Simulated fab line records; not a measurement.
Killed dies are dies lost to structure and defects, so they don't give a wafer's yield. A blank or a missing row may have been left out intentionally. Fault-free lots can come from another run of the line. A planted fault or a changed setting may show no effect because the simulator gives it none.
fab line records | flow nand-harc
record lots=13 wafers=38 last-day=24
route steps=1159 shown P_M2@340 THIN_TSV@1125 END@1159
lots that met no fault: taken from a fault-free run of the same line
start-h: hours from the record's opening day to when the first of the lot's shown wafers began | wait-h: hours since the lot's step before | " same as the row above | L1.1+2: one row covering several wafers at once | - either no value or no given start | * or withheld: withheld | < > ~ a bound
route shown NAME@n: NAME is a module with steps in the file, n the number in the route of the first one | usual: mean and standard deviation over wafers with no fault | same: alike in all rows | chamber/n: place in a boat | sites: per-site readings | _std_site: the values' standard deviation | _edge_site: outer sites' mean less inner sites' | radius-mm: for every site, how far away it sits from the centre of the wafer | mask NAME#n: copy n | behind: the tool/chamber that last shaped the wafer | hold: the reason the lot was held/the length of the hold in hours/how it ended | device: transistor that didn't switch, given as n, p or np | end of line: the same wafers' tests at the end of the route | where a step has no rows: the recipe by itself | killed: the dies lost at the first sort to structure and to defects; this is not the yield of the wafer | map: per-die view of a wafer (x killed, . not killed, _ where there is no die)
set.NAME: setting as actually run; set.NAME@STEP: the setting as run at that earlier step | model.NAME: the simulator's own value behind a step, which no gauge read
one table for each step of the route and one row for each wafer, over a sample of lots
services: the hour from which a tool's chamber was out of use, counted from the record's first day as start-h (under 0 if before that day), plus the number of hours and why
## steps
# step NHARC_P_M2_PVD_20
# recipe target-thk-a=50 bias-v=168.6 power-w=15000 chamber-pressure-pa=0.12 time-s=8.06 substrate-temp-c=50 material=TaN
# usual throttle-valve-pct=30.2/1
# columns lot.wafer tool chamber start-h wait-h throttle-valve-pct
L238.3 pvd-sputter-01 - 128.71 - 30.5
L238.4 " - " " 29.9
L238.6 " - " " 30.9
L239.1 pvd-sputter-03 - 137.79 - 29.7
L239.4 " - " " 29.2
L239.6 " - " " 32.2
L241.1 pvd-sputter-01 - 147.49 - 30.3
L241.4 " - " " 30.3
L241.6 " - " " 30.8
L242.2 pvd-sputter-03 - 148.98 - 30.6
L242.5 " - " " 32.0
L242.6 " - " " 29.7
L244.2 pvd-sputter-03 - 165.79 - 30.0
L244.3 " - " " 29.3
L244.5 " - " " 30.0
L243.3 pvd-sputter-03 - 166.97 - 29.9
L243.4 " - " " 30.4
L247.4 pvd-sputter-01 - 176.04 - 31.7
L247.1 " - " " 30.4
L247.5 " - " " 30.3
L248.4 pvd-sputter-03 - 180.95 - 29.2
L248.3 " - " " 31.9
L248.6 " - " " 29.9
L258.1 pvd-sputter-01 - 240.19 - 30.1
L258.4 " - " " 31.5
L258.2 " - " " 28.9
L257.2 pvd-sputter-03 - 242.09 - 31.8
L257.5 " - " " 31.8
L257.6 " - " " 30.2
L256.3 pvd-sputter-02 - 242.48 - 27.7
L256.2 " - " " 29.0
L256.6 " - " " 28.6
L259.3 pvd-sputter-01 - 255.22 - 30.4
L259.2 " - " " 30.2
L259.4 " - " " 31.4
L260.1 pvd-sputter-01 - 256.07 - 28.8
L260.4 " - " " 30.3
L260.3 " - " " 31.4
# step NHARC_THIN_TSV_ETCHBACK_48
# recipe target-depth-a=10285 over-etch-frac=0.3 time-s=405.17 ion-energy-ev=250 c4f8-flow-sccm=withheld ar-flow-sccm=withheld rf-w=600 bias-w=300 chemistry=C4F8/Ar
# usual oes-product-au=0.94/0.031 rf-vpp-V=549/3.1
# columns lot.wafer tool chamber start-h wait-h oes-product-au rf-hours-counter-h rf-vpp-V
L238.4 rie-diel-01 0 436.18 - 0.93 6 549
L238.3 " 2 " " 0.92 7 551
L238.6 " 1 " " 0.92 - 551
L239.1 rie-diel-05 2 437.55 - 0.93 6 547
L239.4 " 0 " " 0.91 6 552
L239.6 " 2 " " 0.93 - 547
L242.2 rie-diel-13 1 438.56 - 0.91 16 551
L242.5 " 1 " " 0.91 - 551
L242.6 " 2 " " 0.92 - 546
L241.1 rie-diel-05 0 441.70 - 0.99 6 550
L241.4 " 3 " " 0.99 6 550
L241.6 " 0 " " 0.99 - 550
L244.2 rie-diel-01 3 472.41 - 0.94 8 550
L244.3 " 0 " " 0.93 8 548
L244.5 " 3 " " 0.94 - 552
L243.4 rie-diel-05 1 482.99 - 0.92 7 543
L243.3 " 3 " " 0.92 9 552
L247.1 rie-diel-01 3 484.44 - 0.92 9 550
L247.4 " 0 " " 0.92 9 548
L247.5 " 1 " " 0.92 - 550
L248.3 rie-diel-05 2 486.63 - 0.93 9 544
L248.4 " 3 " " 0.92 9 550
L248.6 " 2 " " 0.92 - 546
L256.3 rie-diel-13 1 542.82 - 0.92 9 551
L256.2 " 2 " " 0.93 10 547
L256.6 " 1 " " 0.93 - 550
L257.2 rie-diel-05 3 546.84 - 1.00 1 550
L257.5 " 2 " " 1.01 - 546
L257.6 " 3 " " 1.00 - 550
L258.1 rie-diel-01 0 562.85 - 0.96 4 547
L258.2 " 1 " " 0.96 5 551
L258.4 " 3 " " 0.97 5 550
L259.3 rie-diel-01 2 564.39 - 0.91 5 550
L259.4 " 0 " " 0.93 5 548
L259.2 " 1 " " 0.92 5 550
L260.1 rie-diel-05 1 568.04 - 1.00 2 542
L260.3 " 2 " " 0.97 4 544
L260.4 " 3 " " 0.96 4 550
# step NHARC_THIN_TSV_DEGAS_53
# recipe temp-c=300 time-s=60
# usual heater-power-w=488/54
# columns lot.wafer tool chamber start-h wait-h heater-power-w
L238.3 pvd-sputter-01 - 438.72 0.1 467
L238.4 " - " " 517
L238.6 " - " " 513
L239.4 pvd-sputter-01 - 440.48 0.1 505
L239.1 " - " " 447
L239.6 " - " " 489
L242.2 pvd-sputter-02 - 441.13 0.1 548
L242.5 " - " " 405
L242.6 " - " " 535
L241.4 pvd-sputter-03 - 444.24 0.1 594
L241.1 " - " " 427
L241.6 " - " " 524
L244.2 pvd-sputter-01 - 474.89 0.1 435
L244.3 " - " " 510
L244.5 " - " " 437
L243.3 pvd-sputter-03 - 485.51 0.1 491
L243.4 " - " " 621
L247.1 pvd-sputter-02 - 486.92 0.1 517
L247.4 " - " " 396
L247.5 " - " " 514
L248.4 pvd-sputter-03 - 489.14 0.1 395
L248.3 " - " " 451
L248.6 " - " " 607
L256.3 pvd-sputter-01 - 546.50 0.1 466
L256.2 " - " " 482
L256.6 " - " " 487
L257.2 pvd-sputter-02 - 549.57 0.1 541
L257.6 " - " " 401
L257.5 " - " " 541
L258.4 pvd-sputter-02 - 565.59 0.1 513
L258.2 " - " " 396
L258.1 " - " " 548
L259.3 pvd-sputter-01 - 567.11 0.1 471
L259.2 " - " " 494
L259.4 " - " " 522
L260.3 pvd-sputter-03 - 570.70 0.1 417
L260.1 " - " " 461
L260.4 " - " " 627
# step NHARC_THIN_TSV_ETCH_36
# recipe target-depth-a=650 over-etch-frac=0.3 time-s=18.571 ion-energy-ev=150 chemistry=Cl2/BCl3
# usual drypump-motor-current-A=5.7/0.53 oes-product-au=1.000/0.0086
# columns lot.wafer tool chamber start-h wait-h drypump-motor-current-A oes-product-au rf-hours-counter-h
L238.3 rie-metal-01 1 440.42 0.1 5.9 1.008 -
L238.4 " 0 " " 5.1 1.002 -
L238.6 " 1 " " 5.9 1.001 -
L239.1 rie-metal-03 1 442.03 0.2 6.5 1.010 4.9
L239.4 " 1 " " 6.5 1.009 -
L239.6 " 1 " " 6.5 1.006 -
L242.2 rie-metal-01 1 442.69 0.2 5.9 0.999 3.4
L242.5 " 0 " " 5.1 1.016 -
L242.6 " 1 " " 6.0 1.004 -
L241.1 rie-metal-01 0 445.98 0.2 5.1 1.006 3.6
L241.4 " 0 " " 5.1 1.013 -
L241.6 " 0 " " 5.1 1.010 -
L244.2 rie-metal-03 0 476.61 0.2 5.1 0.989 0.2
L244.3 " 0 " " 5.1 1.004 -
L244.5 " 0 " " 5.1 0.999 -
L243.4 rie-metal-03 1 487.19 0.2 6.4 1.007 -
L243.3 " 0 " " 5.1 0.999 -
L247.1 rie-metal-01 1 488.50 0.2 6.0 1.009 4.7
L247.4 " 0 " " 5.1 0.995 -
L247.5 " 1 " " 6.0 1.020 -
L248.3 rie-metal-01 1 490.85 0.2 5.9 1.011 -
L248.4 " 0 " " 5.1 0.995 -
L248.6 " 1 " " 6.0 1.003 -
L256.2 rie-metal-02 1 548.20 0.2 5.4 1.001 3.6
L256.3 " 0 " " 6.0 1.004 -
L256.6 " 0 " " 6.1 1.000 -
L257.2 rie-metal-02 0 551.26 0.2 6.0 0.998 4.7
L257.5 " 1 " " 5.5 0.999 -
L257.6 " 0 " " 6.0 0.995 -
L258.1 rie-metal-01 1 567.27 0.2 6.0 1.003 1.6
L258.2 " 0 " " 5.1 0.994 1.6
L258.4 " 0 " " 5.1 0.989 -
L259.2 rie-metal-03 0 568.69 0.2 5.1 0.990 3.3
L259.3 " 1 " " 6.4 0.997 -
L259.4 " 0 " " 5.1 0.987 -
L260.1 rie-metal-03 1 572.26 0.2 6.5 0.991 3.5
L260.4 " 1 " " 6.5 0.986 -
L260.3 " 0 " " 5.1 0.975 -
# step NHARC_END_SORT_01
# recipe temp-c=25
# usual defect-limited-yield=95.7/1.5 killed-at-array=25/9.5 killed-at-other=0.8/1.2 killed-at-periphery=3.4/2.2 killed-dies=29/10 killed-open=3.3/1.8 killed-short=2.1/1.4 sort_bin_2_pct=1.4/0.63 sort_bin_3_pct=0.22/0.2 sort_bin_4_pct=2.7/0.96 sort-n-pass=648/10 sort-rim-yield-pct=95.6/2.8 sort-yield-pct=95.7/1.5
# same gross-dies=677 sort_bin_5_pct[%]=0 sort_bin_6_pct[%]=0 sort_bin_7_pct[%]=0 sort_bin_8_pct[%]=0 sort-rim-n-gross=106.00
# columns lot.wafer tool chamber start-h wait-h hold defect-limited-yield[%] killed-at-array killed-at-other killed-at-periphery killed-dies killed-open killed-short sort_bin_2_pct[%] sort_bin_3_pct[%] sort_bin_4_pct[%] sort-n-pass sort-rim-yield-pct[%] sort-yield-pct[%]
L238.3 prober-02 0 451.10 3.2 - 96.2 24 0 2 26 5 2 1.5 0.15 2.2 651 95.3 96.2
L238.4 prober-02 0 451.90 3.4 - 97.2 16 2 1 19 5 1 0.7 0 2.1 658 91.5 97.2
L238.6 prober-02 0 453.51 4.0 - 95.7 27 0 2 29 6 1 1.8 0.44 2.1 648 96.2 95.7
L239.1 prober-01 0 457.18 2.5 - 98.7 5 3 1 9 1 1 0.3 0.15 0.9 668 99.1 98.7
L239.4 prober-01 0 459.63 3.5 - 97.6 11 2 3 16 4 2 0.7 0.30 1.3 661 96.2 97.6
L239.6 prober-01 0 461.27 4.1 - 98.5 8 2 0 10 3 1 0.3 0 1.2 667 98.1 98.5
L242.2 prober-02 0 458.09 2.8 - 97.3 15 1 2 18 0 2 0.7 0 1.9 659 94.3 97.3
L242.5 prober-02 0 460.51 3.7 - 96.9 20 0 1 21 3 3 0.9 0 2.2 656 98.1 96.9
L242.6 prober-02 0 461.31 4.0 - 98.1 12 0 1 13 4 3 0.9 0.15 0.9 664 95.3 98.1
L241.1 prober-01 0 465.09 2.5 - 96.5 21 0 3 24 2 3 1.3 0.15 2.1 653 98.1 96.5
L241.4 prober-01 0 467.44 3.4 - 95.7 28 0 1 29 2 1 1.5 0.59 2.2 648 94.3 95.7
L241.6 prober-01 0 469.01 3.9 - 95.4 26 0 5 31 4 2 0.7 0.15 3.7 646 96.2 95.4
L244.2 prober-01 0 486.70 2.8 - 94.7 32 1 3 36 4 2 1.5 0.30 3.5 641 95.3 94.7
L244.3 prober-01 0 487.50 3.1 - 94.8 32 0 3 35 3 3 1.6 0.44 3.1 642 97.2 94.8
L244.5 prober-01 0 489.10 3.7 - 95.4 22 5 4 31 2 2 1.8 0.44 2.4 646 90.6 95.4
L247.1 prober-01 0 503.06 2.5 - 96.6 16 0 7 23 1 1 1.2 0 2.2 654 96.2 96.6
L247.4 prober-01 0 505.45 3.4 - 94.8 26 0 9 35 3 1 1.9 0 3.2 642 95.3 94.8
L247.5 prober-01 0 506.25 3.7 - 95.3 25 0 7 32 4 2 1.6 0 3.1 645 99.1 95.3
L248.3 prober-02 0 504.82 3.1 await-dispo/3.2h/release 90.8 28 1 33 62 2 0 6.1 0.30 2.8 615 91.5 90.8
L248.4 prober-02 0 505.61 3.4 await-dispo/3.2h/release 93.9 38 0 3 41 3 2 1.6 0.59 3.8 636 98.1 93.9
L248.6 prober-02 0 507.20 4.0 await-dispo/3.2h/release 93.5 42 0 2 44 4 3 2.2 0.44 3.8 633 98.1 93.5
L256.2 prober-02 0 559.03 2.8 - 95.0 32 0 2 34 2 5 1.8 0.74 2.5 643 99.1 95.0
L256.3 prober-02 0 559.84 3.1 - 95.6 30 0 0 30 3 1 1.0 0.30 3.1 647 95.3 95.6
L256.6 prober-02 0 562.26 4.0 - 94.4 37 1 0 38 6 1 1.5 0.30 3.8 639 95.3 94.4
L257.2 prober-01 0 562.03 2.8 - 94.7 30 0 6 36 2 2 1.5 0.30 3.5 641 91.5 94.7
L257.5 prober-01 0 564.39 3.6 - 95.0 31 0 3 34 3 3 1.3 0.30 3.4 643 96.2 95.0
L257.6 prober-01 0 565.18 3.9 - 95.1 25 2 6 33 5 2 1.6 0.30 3.0 644 92.5 95.1
L258.1 prober-01 0 575.70 2.5 - 93.8 40 0 2 42 1 3 1.9 0.44 3.8 635 93.4 93.8
L258.2 prober-01 0 576.49 2.8 - 92.6 45 1 4 50 2 2 2.7 0.30 4.4 627 94.3 92.6
L258.4 prober-01 0 578.07 3.4 - 91.9 44 2 9 55 5 1 1.9 0.44 5.8 622 97.2 91.9
L260.1 prober-02 0 583.51 2.5 - 95.0 31 1 2 34 3 2 1.8 0.59 2.7 643 97.2 95.0
L260.3 prober-02 0 585.10 3.1 - 96.3 22 0 3 25 5 2 0.9 0 2.8 652 97.2 96.3
L260.4 prober-02 0 585.89 3.4 - 95.1 29 2 2 33 4 4 1.0 0 3.8 644 90.6 95.1
L259.2 prober-01 0 584.26 2.8 - 97.0 14 0 6 20 4 0 1.3 0 1.6 657 97.2 97.0
L259.3 prober-01 0 585.05 3.1 - 95.3 26 2 4 32 4 2 1.3 0 3.4 645 97.2 95.3
L259.4 prober-01 0 585.84 3.4 - 97.3 15 0 3 18 5 0 1.0 0.30 1.3 659 95.3 97.3
# killed by level:class
L238.3 A_SLIT:chamber-film-flake=10 A_STAIRCASE:chamber-film-flake=3 A_CONTACT:chamber-film-flake=3 P_CONTACT:geometric-particle:open=2 A_CONTACT:geometric-particle:open=2 A_SOURCE_PLATE:geometric-particle:short=1 A_BLC:geometric-particle:short=1 A_M1:geometric-particle:open=1
L238.4 A_SLIT:chamber-film-flake=3 A_STAIRCASE:chamber-film-flake=3 A_CHANNEL_HOLE_D1:chamber-film-flake=2 A_CHANNEL_FILL_D1:chamber-film-flake=2 P_CONTACT:geometric-particle:open=1 A_SOURCE_PLATE:geometric-particle:short=1 A_SGD_CUT:geometric-particle:open=1 A_WL_FILL:geometric-particle:open=1
L238.6 A_SLIT:chamber-film-flake=12 A_STAIRCASE:chamber-film-flake=6 A_CHANNEL_HOLE_D1:chamber-film-flake=2 P_M2:geometric-particle:open=1 A_SGD_CUT:geometric-particle:open=1 A_SLIT:geometric-particle:open=1 A_WL_FILL:geometric-particle:short=1 A_CONTACT:geometric-particle:open=1
L239.1 A_CONTACT:chamber-film-flake=3 HYBRID_BOND:chamber-film-flake=3 P_CONTACT:geometric-particle:short=1 A_M0:geometric-particle:open=1 A_SLIT:chamber-film-flake=1
L242.2 A_STAIRCASE:chamber-film-flake=4 A_WL_FILL:chamber-film-flake=3 A_CHANNEL_HOLE_D1:chamber-film-flake=2 A_SLIT:chamber-film-flake=2 A_CONTACT:chamber-film-flake=2 A_STAIRCASE:geometric-particle:short=1 A_WL_FILL:geometric-particle:short=1 P_ZERO_WELL:chamber-film-flake=1
L239.4 A_CONTACT:chamber-film-flake=2 HYBRID_BOND:chamber-film-flake=2 P_M0:geometric-particle:open=1 P_M1:geometric-particle:open=1 A_SOURCE_PLATE:geometric-particle:short=1 A_CHANNEL_HOLE_D1:geometric-particle:short=1 A_WL_FILL:geometric-particle:open=1 A_BLC:geometric-particle:open=1
L242.5 A_CHANNEL_HOLE_D1:chamber-film-flake=4 A_STAIRCASE:chamber-film-flake=4 A_ZERO_WELL:chamber-film-flake=3 A_WL_FILL:chamber-film-flake=2 P_STI:geometric-particle:open=1 A_ONON_D1:geometric-particle:short=1 A_ONON_D1:geometric-particle:open=1 A_WL_FILL:geometric-particle:short=1
L239.6 A_CONTACT:chamber-film-flake=4 STARTING-WAFER:geometric-particle:open=2 A_STAIRCASE:chamber-film-flake=2 A_CONTACT:geometric-particle:open=1 A_M0:geometric-particle:short=1
L242.6 A_SLIT:chamber-film-flake=3 P_M0:geometric-particle:open=1 A_ONON_D1:geometric-particle:short=1 A_CHANNEL_FILL_D1:geometric-particle:open=1 A_SGD_CUT:geometric-particle:open=1 A_WL_FILL:geometric-particle:short=1 A_CONTACT:geometric-particle:open=1 A_M0:geometric-particle:short=1
L241.1 A_SLIT:chamber-film-flake=7 A_CHANNEL_HOLE_D1:chamber-film-flake=6 A_CONTACT:chamber-film-flake=3 A_SGD_CUT:geometric-particle:short=2 P_GATE:geometric-particle:open=1 P_M0:geometric-particle:open=1 A_ONON_D1:geometric-particle:short=1 P_STI:chamber-film-flake=1
L241.4 A_CHANNEL_HOLE_D1:chamber-film-flake=13 A_SLIT:chamber-film-flake=7 A_CHANNEL_FILL_D1:chamber-film-flake=2 A_STAIRCASE:chamber-film-flake=2 A_CHANNEL_FILL_D1:geometric-particle:open=1 A_SGD_CUT:geometric-particle:open=1 A_M1:geometric-particle:short=1 P_STI:chamber-film-flake=1
L241.6 A_CHANNEL_HOLE_D1:chamber-film-flake=12 A_SLIT:chamber-film-flake=8 P_STI:chamber-film-flake=4 A_BLC:geometric-particle:open=2 P_GATE:geometric-particle:short=1 A_SOURCE_PLATE:geometric-particle:open=1 A_ONON_D1:geometric-particle:open=1 A_ONON_D1:geometric-particle:short=1
L244.2 A_CHANNEL_HOLE_D1:chamber-film-flake=12 A_SLIT:chamber-film-flake=12 A_CONTACT:geometric-particle:open=4 P_ZERO_WELL:chamber-film-flake=3 A_ZERO_WELL:chamber-film-flake=2 A_ONON_D1:geometric-particle:short=1 A_SGD_CUT:geometric-particle:short=1 THIN_TSV:chamber-film-flake=1
L244.3 A_SLIT:chamber-film-flake=13 A_CHANNEL_HOLE_D1:chamber-film-flake=7 A_STAIRCASE:chamber-film-flake=4 A_WL_FILL:chamber-film-flake=2 A_CONTACT:chamber-film-flake=2 P_CONTACT:geometric-particle:open=1 P_M0:geometric-particle:open=1 P_M1:geometric-particle:short=1
L244.5 A_SLIT:chamber-film-flake=6 A_ZERO_WELL:chamber-film-flake=5 THIN_TSV:chamber-film-flake=5 A_CHANNEL_HOLE_D1:chamber-film-flake=4 A_WL_FILL:chamber-film-flake=4 P_M0:geometric-particle:open=2 P_STI:chamber-film-flake=2 A_WL_FILL:geometric-particle:short=1
L247.1 A_CHANNEL_HOLE_D1:chamber-film-flake=11 P_CONTACT:chamber-film-flake=3 P_STI:chamber-film-flake=2 A_CONTACT:chamber-film-flake=2 A_CONTACT:geometric-particle:open=1 A_BLC:geometric-particle:short=1 P_ZERO_WELL:chamber-film-flake=1 P_GATE:chamber-film-flake=1
L248.3 P_M2:area-pvd=32 A_CHANNEL_HOLE_D1:chamber-film-flake=17 A_SLIT:chamber-film-flake=7 A_STAIRCASE:chamber-film-flake=2 A_ONON_D1:geometric-particle:open=1 STARTING-WAFER:geometric-particle:open=1 P_ZERO_WELL:chamber-film-flake=1 A_CONTACT:chamber-film-flake=1
L247.4 A_CHANNEL_HOLE_D1:chamber-film-flake=17 P_CONTACT:chamber-film-flake=7 A_CONTACT:chamber-film-flake=3 A_CHANNEL_HOLE_D1:geometric-particle:short=1 A_CHANNEL_FILL_D1:geometric-particle:open=1 A_BLC:geometric-particle:open=1 A_M0:geometric-particle:open=1 P_STI:chamber-film-flake=1
L248.4 A_SLIT:chamber-film-flake=20 A_CHANNEL_HOLE_D1:chamber-film-flake=11 A_ONON_D1:geometric-particle:short=2 A_CONTACT:chamber-film-flake=2 P_CONTACT:geometric-particle:open=1 A_CONTACT:geometric-particle:open=1 A_M0:geometric-particle:open=1 P_GATE:chamber-film-flake=1
L247.5 A_CHANNEL_HOLE_D1:chamber-film-flake=18 A_CONTACT:chamber-film-flake=2 P_CONTACT:geometric-particle:open=1 P_M1:geometric-particle:short=1 P_M2:geometric-particle:open=1 A_CHANNEL_FILL_D1:geometric-particle:open=1 A_SGD_CUT:geometric-particle:short=1 A_M0:geometric-particle:open=1
L248.6 A_CHANNEL_HOLE_D1:chamber-film-flake=20 A_SLIT:chamber-film-flake=13 A_CONTACT:geometric-particle:short=2 A_WL_FILL:chamber-film-flake=2 P_CONTACT:geometric-particle:open=1 A_CHANNEL_FILL_D1:geometric-particle:open=1 A_WL_FILL:geometric-particle:short=1 A_BLC:geometric-particle:open=1
L256.2 A_CHANNEL_HOLE_D1:chamber-film-flake=22 P_M2:chamber-film-flake=2 A_ONON_D1:geometric-particle:short=1 A_ONON_D1:geometric-particle:open=1 A_CHANNEL_FILL_D1:geometric-particle:short=1 A_WL_FILL:geometric-particle:short=1 A_CONTACT:geometric-particle:open=1 A_CONTACT:geometric-particle:short=1
L256.3 A_CHANNEL_HOLE_D1:chamber-film-flake=15 A_STAIRCASE:chamber-film-flake=4 A_CONTACT:chamber-film-flake=4 A_M0:geometric-particle:open=2 A_SLIT:chamber-film-flake=2 A_WL_FILL:geometric-particle:short=1 A_CONTACT:geometric-particle:open=1 A_M0:chamber-film-flake=1
L257.2 A_CHANNEL_HOLE_D1:chamber-film-flake=10 A_SLIT:chamber-film-flake=8 P_GATE:chamber-film-flake=4 A_BLC:chamber-film-flake=4 A_STAIRCASE:chamber-film-flake=2 P_GATE:geometric-particle:open=1 A_ONON_D1:geometric-particle:short=1 A_CONTACT:geometric-particle:open=1
L256.6 A_CHANNEL_HOLE_D1:chamber-film-flake=24 A_M0:geometric-particle:open=3 A_STAIRCASE:chamber-film-flake=2 A_WL_FILL:chamber-film-flake=2 A_CONTACT:chamber-film-flake=2 A_CHANNEL_FILL_D1:geometric-particle:short=1 A_CONTACT:geometric-particle:open=1 A_BLC:geometric-particle:open=1
L257.5 A_SLIT:chamber-film-flake=16 A_CHANNEL_HOLE_D1:chamber-film-flake=3 A_STAIRCASE:chamber-film-flake=3 P_M2:geometric-particle:short=1 A_ONON_D1:geometric-particle:short=1 A_WL_FILL:geometric-particle:short=1 A_CONTACT:geometric-particle:open=1 A_M0:geometric-particle:open=1
L257.6 A_SLIT:chamber-film-flake=7 P_GATE:chamber-film-flake=4 A_CHANNEL_HOLE_D1:chamber-film-flake=3 A_CHANNEL_FILL_D1:chamber-film-flake=3 A_CONTACT:chamber-film-flake=3 STARTING-WAFER:geometric-particle:open=2 A_ZERO_WELL:chamber-film-flake=2 A_M0:chamber-film-flake=2
L258.1 A_CHANNEL_HOLE_D1:chamber-film-flake=24 A_SLIT:chamber-film-flake=6 A_STAIRCASE:chamber-film-flake=3 A_CONTACT:chamber-film-flake=2 A_ONON_D1:geometric-particle:short=1 A_ONON_D1:geometric-particle:open=1 A_STAIRCASE:geometric-particle:short=1 A_WL_FILL:geometric-particle:short=1
L258.2 A_CHANNEL_HOLE_D1:chamber-film-flake=22 A_SLIT:chamber-film-flake=15 A_CONTACT:chamber-film-flake=4 P_ZERO_WELL:chamber-film-flake=2 P_GATE:geometric-particle:open=1 A_WL_FILL:geometric-particle:short=1 A_CONTACT:geometric-particle:short=1 A_M0:geometric-particle:open=1
L258.4 A_CHANNEL_HOLE_D1:chamber-film-flake=17 A_SLIT:chamber-film-flake=17 P_ZERO_WELL:chamber-film-flake=5 A_STAIRCASE:chamber-film-flake=3 A_CONTACT:chamber-film-flake=3 A_CHANNEL_FILL_D1:chamber-film-flake=2 P_GATE:geometric-particle:open=1 P_CONTACT:geometric-particle:open=1
L260.1 A_SLIT:chamber-film-flake=16 A_CHANNEL_HOLE_D1:chamber-film-flake=5 A_CONTACT:chamber-film-flake=4 A_WL_FILL:chamber-film-flake=2 P_M0:geometric-particle:open=1 A_WL_FILL:geometric-particle:short=1 A_WL_FILL:geometric-particle:open=1 P_ZERO_WELL:chamber-film-flake=1
L259.2 A_CHANNEL_HOLE_D1:chamber-film-flake=9 P_M1:chamber-film-flake=4 A_STAIRCASE:chamber-film-flake=2 P_M1:geometric-particle:open=1 P_M2:geometric-particle:open=1 A_CONTACT:geometric-particle:open=1 A_M0:geometric-particle:open=1 A_CONTACT:chamber-film-flake=1
L259.3 A_CHANNEL_HOLE_D1:chamber-film-flake=12 A_CONTACT:chamber-film-flake=5 A_STAIRCASE:chamber-film-flake=3 A_BLC:geometric-particle:open=2 P_M1:chamber-film-flake=2 THIN_TSV:chamber-film-flake=2 P_GATE:geometric-particle:open=1 A_SOURCE_PLATE:geometric-particle:short=1
L260.3 A_SLIT:chamber-film-flake=14 A_CHANNEL_HOLE_D1:chamber-film-flake=4 P_CONTACT:geometric-particle:open=2 A_WL_FILL:geometric-particle:short=2 P_M2:geometric-particle:open=1 A_SGD_CUT:geometric-particle:open=1 A_WL_FILL:geometric-particle:open=1
L259.4 A_CHANNEL_HOLE_D1:chamber-film-flake=8 P_M1:chamber-film-flake=3 A_ONON_D1:geometric-particle:open=2 A_CONTACT:geometric-particle:open=1 A_BLC:geometric-particle:open=1 A_M0:geometric-particle:open=1 A_STAIRCASE:chamber-film-flake=1 A_SLIT:chamber-film-flake=1
L260.4 A_SLIT:chamber-film-flake=8 A_CONTACT:chamber-film-flake=7 A_CHANNEL_HOLE_D1:chamber-film-flake=6 A_WL_FILL:geometric-particle:short=2 A_BLC:geometric-particle:open=2 THIN_TSV:chamber-film-flake=2 P_M0:geometric-particle:open=1 A_ONON_D1:geometric-particle:short=1
## services
# columns tool chamber start-h hours kind
rie-diel-05 2 138.18 5.3 repair
rie-metal-01 - 155.00 9.0 pm
pvd-sputter-01 - 158.02 10.0 pm
rie-diel-05 - 163.60 9.0 pm
rie-diel-05 3 175.03 9.2 repair
rie-metal-01 0 182.74 2.8 repair
pvd-sputter-03 - 249.30 1.1 repair
rie-diel-05 1 278.00 2.8 repair
pvd-sputter-03 - 280.00 10.0 pm
rie-metal-01 - 332.00 9.0 pm
pvd-sputter-01 - 336.02 10.0 pm
rie-diel-05 - 336.11 1.2 repair
rie-diel-05 - 340.60 9.0 pm
pvd-sputter-03 - 355.21 3.3 repair
rie-diel-05 1 404.34 19.3 repair
pvd-sputter-03 - 415.59 1.0 repair
rie-diel-05 0 421.02 11.1 repair
rie-diel-05 3 434.95 1.4 repair
rie-diel-05 - 435.34 1.6 repair
rie-metal-01 0 451.61 2.1 repair
pvd-sputter-03 - 458.01 10.0 pm
rie-metal-01 - 473.79 0.2 repair
rie-metal-01 - 509.00 9.0 pm
pvd-sputter-01 - 514.02 10.0 pm
## key
first-sign step=NHARC_END_SORT_01 reading=killed-at-periphery direction=up sigmas=13 usual=3.4 struck=33
effect step=NHARC_END_SORT_01 reading=sort_bin_2_pct direction=up sigmas=7.5 usual=1.4 struck=6.1
more-kills-born-at NHARC_P_M2_PVD_20@pvd-sputter-03=32
met-at NHARC_P_M2_PVD_20
struck-lots L248
struck-wafers L248.3
not-acting-at NHARC_THIN_TSV_ETCHBACK_48,NHARC_THIN_TSV_DEGAS_53,NHARC_THIN_TSV_ETCH_36
onset-between 148.98 180.95
fault kind=process-parameter-drift tool=pvd-sputter-03 chamber=- onset-h=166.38 steps=NHARC_P_M2_PVD_20 channel=target-thk-a offset=* shape=step end-h=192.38 acts-in=* stated=* scope=struck-wafers-only
